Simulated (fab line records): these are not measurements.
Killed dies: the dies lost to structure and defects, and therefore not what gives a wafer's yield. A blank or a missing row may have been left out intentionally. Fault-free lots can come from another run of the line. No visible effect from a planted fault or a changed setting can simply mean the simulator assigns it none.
Chamber matching :: flow n5-finfet :: N5_BEOL_M3_DEP_57 on pecvd-04 has 3 sister chambers
The step deposits SiCN from 3MS/NH3, target thk 8 nm, time 14 s. 3 wafers are shown with their chamber, then 11 later ones without.

## WAFERS PAIRED WITH THEIR CHAMBERS
wafer: L090.1
chamber: 0
showerhead-plenum-p-Torr (Torr): 3.665

wafer: L092.5
chamber: 1
showerhead-plenum-p-Torr (Torr): 3.651

wafer: L091.1
chamber: 2
showerhead-plenum-p-Torr (Torr): 3.670

## WAFERS WITH NO CHAMBER GIVEN
wafer: L091.2
showerhead-plenum-p-Torr (Torr): 3.662

wafer: L091.5
showerhead-plenum-p-Torr (Torr): 3.655

wafer: L093.1
showerhead-plenum-p-Torr (Torr): 3.661

wafer: L093.2
showerhead-plenum-p-Torr (Torr): 3.659

wafer: L093.5
showerhead-plenum-p-Torr (Torr): 3.656

wafer: L096.1
showerhead-plenum-p-Torr (Torr): 3.669

wafer: L096.2
showerhead-plenum-p-Torr (Torr): 3.659

wafer: L096.6
showerhead-plenum-p-Torr (Torr): 3.660

wafer: L097.1
showerhead-plenum-p-Torr (Torr): 3.658

wafer: L097.2
showerhead-plenum-p-Torr (Torr): 3.680

wafer: L097.4
showerhead-plenum-p-Torr (Torr): 3.661

## EACH ONE'S CHAMBER
wafer: L091.2
from the rows above: can't be placed: 0 or 2 or 1
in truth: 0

wafer: L091.5
from the rows above: can't be placed: 1 or 0
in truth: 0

wafer: L093.1
from the rows above: can't be placed: 0 or 2 or 1
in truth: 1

wafer: L093.2
from the rows above: can't be placed: 0 or 1 or 2
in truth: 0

wafer: L093.5
from the rows above: can't be placed: 1 or 0 or 2
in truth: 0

wafer: L096.1
from the rows above: can't be placed: 2 or 0
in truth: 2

wafer: L096.2
from the rows above: can't be placed: 0 or 1 or 2
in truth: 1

wafer: L096.6
from the rows above: can't be placed: 0 or 1 or 2
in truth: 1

wafer: L097.1
from the rows above: can't be placed: 0 or 1 or 2
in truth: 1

wafer: L097.2
from the rows above: can't be placed: 2 or 0
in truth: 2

wafer: L097.4
from the rows above: can't be placed: 0 or 2 or 1
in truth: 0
Correct placement for 0 of the 11. These rows do not allow placing 11 (true chamber among the candidates in 11). Wrongly placed: 0.
How it was worked out, from the rows above alone: a wafer's distance from a chamber is the root of the sum, over the readings, of the square of ((its reading less the chamber's mean) divided by the reading's scatter). If the next closest chamber is less than 2 further off than the closest, the wafer can't be placed; otherwise it belongs to the closest. A chamber's mean is the mean of its shown wafers. The scatter (one wafer shown for each chamber): square how far every hidden wafer sits from the nearest shown wafer, average those squares and take the square root.
